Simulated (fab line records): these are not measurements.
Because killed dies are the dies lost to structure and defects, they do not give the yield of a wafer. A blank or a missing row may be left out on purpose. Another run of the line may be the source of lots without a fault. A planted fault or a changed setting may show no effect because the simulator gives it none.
fab line records | flow n5_finfet
record: lots: 9 wafers: 27 last_day: 18
route steps=1938 shown BEOL_M4@1111 BEOL_M5@1160 PASSIVATION@1936
lots untouched by any fault: they come from a run of this same line in which no faults occurred
start_h: the number of hours between the record's first day and the start of the first shown wafer of the lot | wait_h: hours elapsed since this lot's preceding step | " identical to the entry in the row above | L1.1+2: a row that stands for several wafers | - either no value or no given start | * or withheld: withheld | < > ~ a bound
route shown NAME@n: a module of which the file shows steps, and the number in the route of the first | usual: the fault-free wafers' mean and standard deviation | same: alike in all rows | chamber/n: place in a boat | sites: the reading at each site | _std_site: the values' standard deviation | _edge_site: the outer-site mean with the inner-site mean subtracted | radius_mm: how far each site lies from the wafer's centre | mask NAME#n: copy n | behind: tool/chamber where the wafer was last shaped | hold: cause of the lot's hold/its duration in hours/its outcome | device: which transistor (n, p or np) failed to switch | end of line: the same wafers' tests at the end of the route | a step with no rows: only its recipe | killed: not the wafer's yield, but the dies lost to structure and defects at the first sort | map: per-die view of a wafer (x killed, . not killed, _ where there is no die)
set.NAME: the setting that was run; set.NAME@STEP: the one run at that earlier step | model.NAME: the simulator's own value behind a step, which no gauge read
one table for each step of the route and one row for each wafer, over a sample of lots
services: the hour from which a tool's chamber was out of use, counted from the record's first day as start_h (under 0 if before that day), plus the number of hours and why
== steps ==
step: N5_BEOL_M4_RC_MEAS_101
usual: DIBL_N: 36.3/1.6 DIBL_P: 36.5/1.6 IOFF_N: 0.163/0.026 IOFF_P: 0.22/0.033 ION_N: 676/9.9 ION_P: 464/6.5 SS_N: 71.5/0.5 SS_P: 73.3/0.64 VT_N: 249.3/2.9 VT_P: -250/3.2
columns lot.wafer tool chamber start_h wait_h DIBL_N[mV/V] DIBL_P[mV/V] IOFF_N[nA/um] IOFF_P[nA/um] ION_N[uA/um] ION_P[uA/um] SS_N[mV/dec] SS_P[mV/dec] VT_N[mV] VT_P[mV]
L459.1 prober-02 0 178.34 0.0 32.9 32.6 0.114 0.14 671 458 70.9 72.6 255.4 -259
L459.2 " 0 " " 35.1 35.7 0.150 0.19 669 462 71.1 74.1 249.7 -252
L459.3 " 0 " " 33.6 34.0 0.129 0.16 661 452 71.8 72.5 252.2 -254
L460.1 prober-01 0 193.13 0.0 37.5 36.8 0.167 0.23 666 457 71.6 74.2 248.8 -249
L460.5 " 0 " " 38.1 38.0 0.175 0.25 671 462 71.3 73.7 248.0 -244
L460.6 " 0 " " 38.2 38.0 0.187 0.26 680 468 72.5 74.3 248.9 -246
L462.1 prober-01 0 200.16 0.0 34.8 36.6 0.169 0.20 691 466 71.5 73.7 249.6 -250
L462.5 " 0 " " 33.5 34.8 0.140 0.17 672 467 71.0 72.9 250.4 -251
L462.6 " 0 " " 34.9 36.3 0.165 0.20 692 471 70.9 74.6 247.7 -251
L468.2 prober-02 0 234.80 0.2 38.9 37.9 0.218 0.28 683 474 72.0 73.7 246.9 -247
L468.5 " 0 " " 39.4 38.2 0.235 0.28 689 469 72.1 74.2 242.8 -246
L468.6 " 0 " " 39.1 37.9 0.222 0.28 696 473 72.5 73.8 244.2 -245
L477.1 prober-01 0 282.61 0.0 37.5 35.8 0.166 0.21 678 463 71.2 73.0 249.6 -249
L477.2 " 0 " " 35.4 34.7 0.140 0.20 668 462 71.3 72.8 248.2 -251
L477.3 " 0 " " 36.4 35.1 0.143 0.20 668 460 71.1 72.6 247.9 -252
L479.1 prober-01 0 304.18 0.0 38.4 42.3 0.213 0.29 685 470 72.8 74.2 246.6 -245
L479.4 " 0 " " 35.0 37.9 0.145 0.21 680 470 70.8 72.1 248.1 -250
L479.6 " 0 " " 35.9 38.6 0.164 0.23 682 471 71.5 72.9 250.8 -249
L478.3 prober-01 0 307.48 0.3 33.9 34.1 0.123 0.21 676 477 71.4 72.4 255.8 -246
L478.4 " 0 " " 34.3 34.0 0.123 0.20 665 459 71.0 73.1 254.4 -248
L478.6 " 0 " " 34.3 33.9 0.128 0.21 663 467 71.2 72.2 256.5 -247
L480.2 prober-01 0 309.38 0.2 35.9 35.8 0.146 0.20 667 459 71.0 73.1 253.6 -251
L480.3 " 0 " " 35.8 36.3 0.143 0.20 671 467 71.2 73.1 250.4 -253
L480.6 " 0 " " 35.9 36.1 0.152 0.20 675 462 71.4 72.5 251.3 -254
L482.1 prober-01 0 320.48 0.0 36.3 35.8 0.173 0.24 681 463 71.5 73.2 246.1 -246
L482.4 " 0 " " 36.5 35.5 0.165 0.23 671 462 72.0 74.0 247.7 -246
L482.6 " 0 " " 38.5 39.0 0.217 0.30 696 473 72.0 74.1 243.8 -245
step: N5_BEOL_M5_TRENCH_ETCH_37
recipe: chemistry: C4F6/O2 target_depth_a: 716.52 target: SiCOH_lowk time_s: 24.7 ion_energy_ev: 250 pressure_mtorr: 30 source_w: 345 bias_w: 185 Ar_flow_sccm: 300 C4F6_flow_sccm: 10 O2_flow_sccm: 10
usual: O2_flow_sccm: 10.00/0.035 drypump_motor_current_A: 5.7/0.33 oes_product_au: 0.78/0.084 rf_vpp_V: 664/5.7 showerhead_plenum_p_Torr: 2.84/0.12 throttle_valve_pct: 20.98/0.26
same: time_s: 24.7
columns lot.wafer tool chamber start_h wait_h O2_flow_sccm drypump_motor_current_A oes_product_au rf_hours_counter_h rf_vpp_V showerhead_plenum_p_Torr throttle_valve_pct
L459.1 rie_diel-05 3 186.10 - 9.98 5.6 0.94 15 669 2.81 20.80
L459.2 " 1 " " 10.07 5.2 0.88 25 654 2.79 20.88
L459.3 " 0 " " 10.00 6.1 0.73 164 665 2.85 20.96
L460.1 rie_diel-06 3 199.78 - 10.01 5.3 0.96 7 673 3.03 20.51
L460.5 " 1 " " 10.06 5.9 0.75 - 669 2.63 21.33
L460.6 " 2 " " 10.05 5.9 0.71 - 656 2.73 21.28
L462.1 rie_diel-05 2 207.19 - 9.97 6.0 0.70 212 663 2.93 20.67
L462.5 " 0 " " 9.98 6.2 0.72 - 665 2.85 20.97
L462.6 " 1 " " 10.12 5.2 0.87 - 653 2.79 20.88
L468.2 rie_diel-06 1 239.78 - 10.00 5.9 1.06 152 668 2.63 21.46
L468.5 " 3 " " 9.97 5.3 0.93 - 672 3.02 20.53
L468.6 " 0 " " 10.03 5.7 1.12 - 664 2.97 21.10
L477.1 rie_diel-05 0 289.51 - 9.97 6.1 0.70 195 663 2.84 21.00
L477.2 " 2 " " 9.98 6.1 0.68 237 663 2.91 20.71
L477.3 " 3 " " 10.02 5.5 0.87 48 665 2.79 20.86
L479.1 rie_diel-02 1 308.54 - 9.94 6.3 0.76 138 668 2.96 21.31
L479.4 " 0 " " 9.97 5.4 0.92 17 663 2.91 20.61
L479.6 " 3 " " 10.03 5.4 0.72 - 671 2.81 21.02
L480.2 rie_diel-05 3 316.04 - 9.96 5.6 0.86 56 667 2.79 20.85
L480.3 " 1 " " 10.03 5.2 0.82 64 655 2.78 20.94
L480.6 " 3 " " 9.97 5.6 0.87 - 667 2.79 20.90
L478.3 rie_diel-06 2 316.12 - 10.05 5.9 0.69 205 655 2.71 21.34
L478.4 " 0 " " 10.00 5.7 0.77 146 662 2.96 21.04
L478.6 " 0 " " 10.00 5.7 0.76 - 662 2.96 21.02
L482.1 rie_diel-05 1 324.89 - 10.01 5.2 0.83 66 653 2.77 20.94
L482.4 " 2 " " 10.03 6.0 0.68 247 663 2.91 20.74
L482.6 " 0 " " 10.05 6.2 0.69 - 664 2.84 21.02
step: N5_BEOL_M5_OCD_MEAS_38
usual: trench_depth_nm: 71.6/1.1
columns lot.wafer tool chamber start_h wait_h trench_depth_nm
L459.1 ocd-02 - 186.25 - 73.0
L459.2 " - " " 73.0
L459.3 " - " " 72.8
L460.1 ocd-02 - 199.93 - 72.6
L460.5 " - " " 71.8
L460.6 " - " " 69.8
L462.1 ocd-02 - 207.35 - 70.0
L462.5 " - " " 72.1
L462.6 " - " " 72.1
L468.2 ocd-01 - 239.94 - 120.8
L468.5 " - " " 72.4
L468.6 " - " " 118.3
L477.1 ocd-01 - 289.66 - 71.0
L477.2 " - " " 69.2
L477.3 " - " " 71.9
L479.1 ocd-01 - 308.70 - 71.8
L479.4 " - " " 71.8
L479.6 " - " " 69.4
L480.2 ocd-02 - 316.19 - 72.9
L480.3 " - " " 72.0
L480.6 " - " " 73.5
L478.3 ocd-02 - 316.27 - 70.3
L478.4 " - " " 70.1
L478.6 " - " " 70.6
L482.1 ocd-02 - 325.04 - 72.3
L482.4 " - " " 70.1
L482.6 " - " " 72.1
step: N5_BEOL_M5_SPUTTER_81
recipe: material: Cu target_thk_a: 150 temp_c: -20 chamber_pressure_pa: 0.07 power_w: withheld time_s: 27.62
usual: throttle_valve_pct: 30.1/1.1
same: time_s: 27.62
columns lot.wafer tool chamber start_h wait_h throttle_valve_pct
L459.1 pvd_sputter-03 - 189.59 0.5 31.4
L459.2 " - " " 28.2
L459.3 " - " " 30.5
L460.1 pvd_sputter-01 - 203.11 0.5 29.9
L460.5 " - " " 31.9
L460.6 " - " " 29.4
L462.1 pvd_sputter-01 - 211.24 0.5 30.3
L462.5 " - " " 30.0
L462.6 " - " " 29.7
L468.2 pvd_sputter-03 - 243.81 0.5 30.4
L468.5 " - " " 28.5
L468.6 " - " " 30.5
L477.1 pvd_sputter-02 - 293.68 0.5 31.0
L477.2 " - " " 28.4
L477.3 " - " " 29.7
L479.1 pvd_sputter-02 - 312.68 0.5 31.4
L479.4 " - " " 30.7
L479.6 " - " " 29.6
L480.2 pvd_sputter-03 - 318.44 0.5 28.5
L480.3 " - " " 30.3
L480.6 " - " " 28.5
L478.3 pvd_sputter-01 - 320.26 0.5 29.8
L478.4 " - " " 29.7
L478.6 " - " " 29.6
L482.1 pvd_sputter-03 - 328.84 0.5 30.4
L482.4 " - " " 31.3
L482.6 " - " " 30.4
step: N5_BEOL_M5_ANNEAL_84
recipe: temp_c: 400 time_s: 1800 ambient: vacuum
usual: heater_power_w: 814/100
same: time_s: 1800
columns lot.wafer tool chamber start_h wait_h heater_power_w
L459.1 pvd_sputter-03 - 190.76 0.0 839
L459.2 " - " " 862
L459.3 " - " " 895
L460.1 pvd_sputter-01 - 204.28 0.0 608
L460.5 " - " " 698
L460.6 " - " " 928
L462.1 pvd_sputter-01 - 212.40 0.0 616
L462.5 " - " " 612
L462.6 " - " " 943
L468.2 pvd_sputter-03 - 244.98 0.0 900
L468.5 " - " " 861
L468.6 " - " " 878
L477.1 pvd_sputter-02 - 294.84 0.0 898
L477.2 " - " " 778
L477.3 " - " " 725
L479.1 pvd_sputter-02 - 313.84 0.0 902
L479.4 " - " " 743
L479.6 " - " " 730
L480.2 pvd_sputter-03 - 319.60 0.0 863
L480.3 " - " " 893
L480.6 " - " " 852
L478.3 pvd_sputter-01 - 321.43 0.0 930
L478.4 " - " " 928
L478.6 " - " " 934
L482.1 pvd_sputter-03 - 330.01 0.0 813
L482.4 " - " " 840
L482.6 " - " " 894
step: N5_BEOL_M5_SPUTTER_88
recipe: material: Cu target_thk_a: 150 temp_c: -20 chamber_pressure_pa: 0.07 power_w: withheld time_s: 27.62
usual: throttle_valve_pct: 30.1/1.1
same: time_s: 27.62
columns lot.wafer tool chamber start_h wait_h throttle_valve_pct
L459.1 pvd_sputter-03 - 191.76 0.5 31.4
L459.2 " - " " 28.4
L459.3 " - " " 30.6
L460.1 pvd_sputter-01 - 205.28 0.5 29.9
L460.5 " - " " 31.8
L460.6 " - " " 29.5
L462.1 pvd_sputter-01 - 213.41 0.5 30.0
L462.5 " - " " 29.7
L462.6 " - " " 29.4
L468.2 pvd_sputter-03 - 245.99 0.5 30.3
L468.5 " - " " 28.4
L468.6 " - " " 30.5
L477.1 pvd_sputter-02 - 295.85 0.5 31.0
L477.2 " - " " 28.3
L477.3 " - " " 29.5
L479.1 pvd_sputter-02 - 314.85 0.5 31.3
L479.4 " - " " 30.5
L479.6 " - " " 29.4
L480.2 pvd_sputter-03 - 320.61 0.5 28.2
L480.3 " - " " 30.4
L480.6 " - " " 28.6
L478.3 pvd_sputter-01 - 322.44 0.5 29.9
L478.4 " - " " 29.8
L478.6 " - " " 29.4
L482.1 pvd_sputter-03 - 331.02 0.5 30.1
L482.4 " - " " 31.2
L482.6 " - " " 30.6
step: N5_BEOL_M5_THK_MEAS_53
recipe: thk_meas_gauge: xrf reads: Cu_of_BEOL_M5_ECD_50
usual: M5_THK: 62.6/1.5
columns lot.wafer tool chamber start_h wait_h M5_THK[nm]
L459.1 film_metro-01 - 193.66 - 63.4
L459.2 " - " " 63.5
L459.3 " - " " 62.8
L460.1 film_metro-01 - 207.18 0.2 64.3
L460.5 " - " " 63.4
L460.6 " - " " 60.1
L462.1 film_metro-01 - 215.30 - 61.0
L462.5 " - " " 61.2
L462.6 " - " " 60.6
L468.2 film_metro-01 - 247.96 - 111.6
L468.5 " - " " 63.7
L468.6 " - " " 108.6
L477.1 film_metro-02 - 297.77 0.2 63.3
L477.2 " - " " 61.6
L477.3 " - " " 63.1
L479.1 film_metro-02 - 316.73 - 62.4
L479.4 " - " " 62.7
L479.6 " - " " 59.7
L480.2 film_metro-02 - 322.49 - 62.1
L480.3 " - " " 62.2
L480.6 " - " " 62.9
L478.3 film_metro-01 - 325.02 - 60.7
L478.4 " - " " 61.8
L478.6 " - " " 63.4
L482.1 film_metro-02 - 332.90 - 63.3
L482.4 " - " " 60.6
L482.6 " - " " 63.8
step: N5_BEOL_M5_RS_MEAS_57
recipe: thk_meas_gauge: four-point-probe reads: Co_of_BEOL_M5_CO_CAP_78+Cu_of_BEOL_M5_ECD_50+Co_of_BEOL_M5_CVD_47+TaN_of_BEOL_M5_ALD_86
usual: M5_RS: 0.387/0.011
columns lot.wafer tool chamber start_h wait_h M5_RS[ohm/sq]
L459.1 film_metro-01 - 193.92 0.0 0.381
L459.2 " - " " 0.378
L459.3 " - " " 0.384
L460.1 film_metro-01 - 207.44 0.0 0.374
L460.5 " - " " 0.380
L460.6 " - " " 0.404
L462.1 film_metro-01 - 215.56 0.0 0.395
L462.5 " - " " 0.392
L462.6 " - " " 0.396
L468.2 film_metro-02 - 248.22 0.1 0.197
L468.5 " - " " 0.378
L468.6 " - " " 0.202
L477.1 film_metro-01 - 298.03 0.0 0.383
L477.2 " - " " 0.399
L477.3 " - " " 0.383
L479.1 film_metro-02 - 316.99 0.0 0.385
L479.4 " - " " 0.381
L479.6 " - " " 0.408
L480.2 film_metro-02 - 322.78 0.1 0.385
L480.3 " - " " 0.382
L480.6 " - " " 0.380
L478.3 film_metro-01 - 325.31 0.1 0.405
L478.4 " - " " 0.395
L478.6 " - " " 0.383
L482.1 film_metro-01 - 333.16 0.0 0.381
L482.4 " - " " 0.399
L482.6 " - " " 0.375
step: N5_PASSIVATION_PROBE_49
usual: defect_limited_yield: 91.2/1.5 killed_at_M0_to_M3: 32/9.6 killed_at_M4_up: 13/5.3 killed_at_contacts: 13/6.7 killed_at_front_end: 42/11 killed_at_other: 3.8/2.9 killed_dies: 103/17 killed_on_rim: 14/4.4 killed_open: 67/13 killed_short: 35/7.9 sort_bin_5_function: 5.2/0.94 sort_bin_6_memory: 3.3/0.64 sort_n_pass: 1077/17 sort_yield_pct: 91.2/1.5
same: gross_dies: 1180 killed_at_back_side: 0 sort_bin_4_leakage[%]: 0 sort_bin_8_speed[%]: 0
columns lot.wafer tool chamber start_h wait_h defect_limited_yield[%] killed_at_M0_to_M3 killed_at_M4_up killed_at_contacts killed_at_front_end killed_at_other killed_dies killed_on_rim killed_open killed_short sort_bin_5_function[%] sort_bin_6_memory[%] sort_n_pass sort_yield_pct[%]
L468.2 prober-01 - 346.21 0.1 5.7 25 1025 5 51 7 1113 150 74 25 5.2 3.0 67 5.7
L468.5 prober-01 - 346.36 0.2 91.6 22 12 9 47 9 99 8 63 35 5.3 3.0 1081 91.6
L468.6 prober-01 - 346.41 0.3 22.9 36 806 9 50 9 910 122 75 37 5.4 3.9 270 22.9
killed by level:class
L468.2 BEOL_M5:area_etch=1014 STI_FIN_REVEAL:geometric_particle:open=15 BEOL_M1:geometric_particle:open=11 FIN_SAQP:geometric_particle:open=9 DUMMY_GATE:geometric_particle:open=7 BEOL_M0_SAQP:geometric_particle:short=6 BEOL_M0_SAQP:geometric_particle:open=5 MOL_CONTACT_COAG:geometric_particle:open=5
L468.5 STI_FIN_REVEAL:geometric_particle:open=15 BEOL_M3:geometric_particle:open=9 FIN_SAQP:geometric_particle:short=8 MOL_CONTACT_COAG:geometric_particle:open=7 BEOL_M4:geometric_particle:open=5 FIN_SAQP:geometric_particle:open=4 DUMMY_GATE:geometric_particle:open=4 GATE_CUT:geometric_particle:short=4
L468.6 BEOL_M5:area_etch=798 STI_FIN_REVEAL:geometric_particle:open=27 BEOL_M0_SAQP:geometric_particle:short=15 BEOL_M0_SAQP:geometric_particle:open=13 MOL_CONTACT_COAG:geometric_particle:open=8 FIN_SAQP:geometric_particle:short=6 BEOL_M1:geometric_particle:open=6 BEOL_M7:geometric_particle:open=4
== services ==
columns tool chamber start_h hours kind
rie_diel-06 1 185.66 1.9 repair
rie_diel-02 2 186.31 1.2 repair
rie_diel-02 - 211.42 0.1 repair
rie_diel-02 0 219.73 - clean
rie_diel-02 0 219.73 - consumable_replace:focus_ring
rie_diel-02 1 234.79 10.1 repair
pvd_sputter-03 - 271.86 1.3 repair
rie_diel-05 0 290.58 14.1 repair
rie_diel-06 2 323.89 4.5 repair
== key ==
first_sign: step: N5_BEOL_M5_TRENCH_ETCH_37 reading: oes_product_au direction: up sigmas: 3.7 usual: 0.78 struck: 1.09
effect: step: N5_BEOL_M5_OCD_MEAS_38 reading: trench_depth_nm direction: up sigmas: 44 usual: 71.6 struck: 119.6
effect: step: N5_BEOL_M5_THK_MEAS_53 reading: M5_THK direction: up sigmas: 33 usual: 62.6 struck: 110.1
effect: step: N5_BEOL_M5_RS_MEAS_57 reading: M5_RS direction: down sigmas: 18 usual: 0.387 struck: 0.200
effect: step: N5_PASSIVATION_PROBE_49 reading: killed_at_M4_up direction: up sigmas: 99+ usual: 13 struck: 916
more_kills_born_at: N5_BEOL_M5_TRENCH_ETCH_37@rie_diel-06: 1812
met_at N5_BEOL_M5_TRENCH_ETCH_37
struck_lots L468
struck_wafers L468.2,L468.6
later_rows_left_out L468.2,L468.6
not_acting_at N5_BEOL_M5_SPUTTER_81,N5_BEOL_M5_ANNEAL_84,N5_BEOL_M5_SPUTTER_88
onset_between 199.78 239.78
fault: kind: process_parameter_drift tool: rie_diel-06 chamber: - onset_h: 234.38 steps: N5_BEOL_M5_TRENCH_ETCH_37 channel: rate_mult offset: 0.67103 shape: step end_h: 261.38 scope: struck_wafers_only
later_rows_left_out: the simulator's readings of these wafers behind a module that went badly wrong aren't trusted and aren't shown, but for the sort
